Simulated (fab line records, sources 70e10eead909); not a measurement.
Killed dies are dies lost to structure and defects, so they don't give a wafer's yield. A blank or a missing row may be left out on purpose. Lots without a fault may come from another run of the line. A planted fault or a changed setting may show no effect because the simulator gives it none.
Problem report in the 8D (eight disciplines) form, filled by code | flow nand_harc | the parts of the form that need people (team, actions taken, sign-off) are left out

1. THE PROBLEM
sort_bin_4_pct at NHARC_END_SORT_01 reads a mean of 27.5 % on 4 wafers of 2 lots; wafers without a fault read 4.8 % with a standard deviation of 1.3. That is +17 standard deviations from the usual mean.
First seen on wafer L443.1, day 28 06:49, on prober-02. The record holds 13 wafers of 5 lots with a number at this step. Rule for "out", or "out of limits": more than 4 standard deviations from the usual mean. The other wafers with a number count as sound.

2. WHAT IT IS AND WHAT IT IS NOT
question                    | is                                                                                                                                                  | is not
which readings at this step | sort_bin_4_pct, defect_limited_yield, killed_at_array, killed_dies, sort_bin_2_pct, sort_bin_3_pct, sort_n_pass, sort_rim_yield_pct, sort_yield_pct | killed_at_other, killed_at_periphery, killed_open, killed_short
which lots                  | L443, L446                                                                                                                                          | L438, L440, L441
which wafers of those lots  | L443.1, L446.2, L446.3, L446.6                                                                                                                      | L443.4, L443.6
read on which gauges        | prober-02                                                                                                                                           | prober-01
when                        | from day 28 06:49                                                                                                                                   | up to then (7 sound wafers); but 2 sound wafers of L443 came after

3. SUSPECTS, AND WHAT RULES EACH OUT
Counting: a tool at a process step up to the reading stays a suspect if it ran every lot that is out. Sound lots after the first of them don't rule it out here, since some wafers of a struck lot are sound.
- the gauge at NHARC_END_SORT_01: kept. All the wafers that are out were read on prober-02, and no step on other tools shows them out.
- ecd_cu-02 at NHARC_A_M1_ECD_22 (material Cu, target thk 400 nm): kept. It ran every lot that is out, first L443 (day 26 17:17); its last sound lot up to then is L441 (day 26 12:59).
- pvd_sputter-01 at NHARC_A_BONDPAD_PVD_17 (deposits TaN, target thk 5 nm, time 8.06 s): kept. It ran every lot that is out, first L443 (day 26 22:22); its last sound lot up to then is L440 (day 25 18:12). NHARC_A_BONDPAD_PVD_17 gives no start for some lots, so the hours and the order of its lots are those of NHARC_A_BONDPAD_ANNEAL_28.
Left after counting: ecd_cu-02 at NHARC_A_M1_ECD_22, pvd_sputter-01 at NHARC_A_BONDPAD_PVD_17, prober-02 at NHARC_END_SORT_01.

4. THE CAUSE (what the simulator had put in)
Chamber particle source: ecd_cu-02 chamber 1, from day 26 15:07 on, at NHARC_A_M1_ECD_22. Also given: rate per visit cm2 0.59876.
Counting left 3 suspects, and this tool is among them.

5. THE CHAIN OF EFFECTS, in route order
Each row: a reading whose mean over the struck wafers that have a number lies more than 3 standard deviations from the usual. Only readings for which the record gives a usual standard deviation are gone through. hours: the time from each lot's start at the first step in this table that gives one to its start at this step, as a median over the lots. sigmas: the change in usual standard deviations.
hours | step              | reading              | usual  | on struck wafers | change | sigmas
0     | NHARC_END_SORT_01 | defect_limited_yield | 91.5 % | 52.3             | -39.2  | -16
0     | NHARC_END_SORT_01 | killed_at_array      | 52     | 315              | +263   | +15
0     | NHARC_END_SORT_01 | killed_dies          | 57     | 323              | +266   | +17
0     | NHARC_END_SORT_01 | sort_bin_2_pct       | 3.0 %  | 16.7             | +13.7  | +11
0     | NHARC_END_SORT_01 | sort_bin_3_pct       | 0.6 %  | 3.5              | +2.9   | +8.4
0     | NHARC_END_SORT_01 | sort_bin_4_pct       | 4.8 %  | 27.5             | +22.7  | +17
0     | NHARC_END_SORT_01 | sort_n_pass          | 620    | 354              | -266   | -17
0     | NHARC_END_SORT_01 | sort_rim_yield_pct   | 89 %   | 52               | -37    | -8.7
0     | NHARC_END_SORT_01 | sort_yield_pct       | 91.5 % | 52.3             | -39.2  | -16

6. WHAT WOULD HAVE CAUGHT IT SOONER
In this record the first reading out of limits at a measuring or inspecting step was taken at day 28 06:49, 40 hours after the fault began at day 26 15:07.
All the lots that are out (2) had begun NHARC_A_M1_ECD_22 on ecd_cu-02 by day 28 06:49. A hold on the tool at that time would have spared none of them.
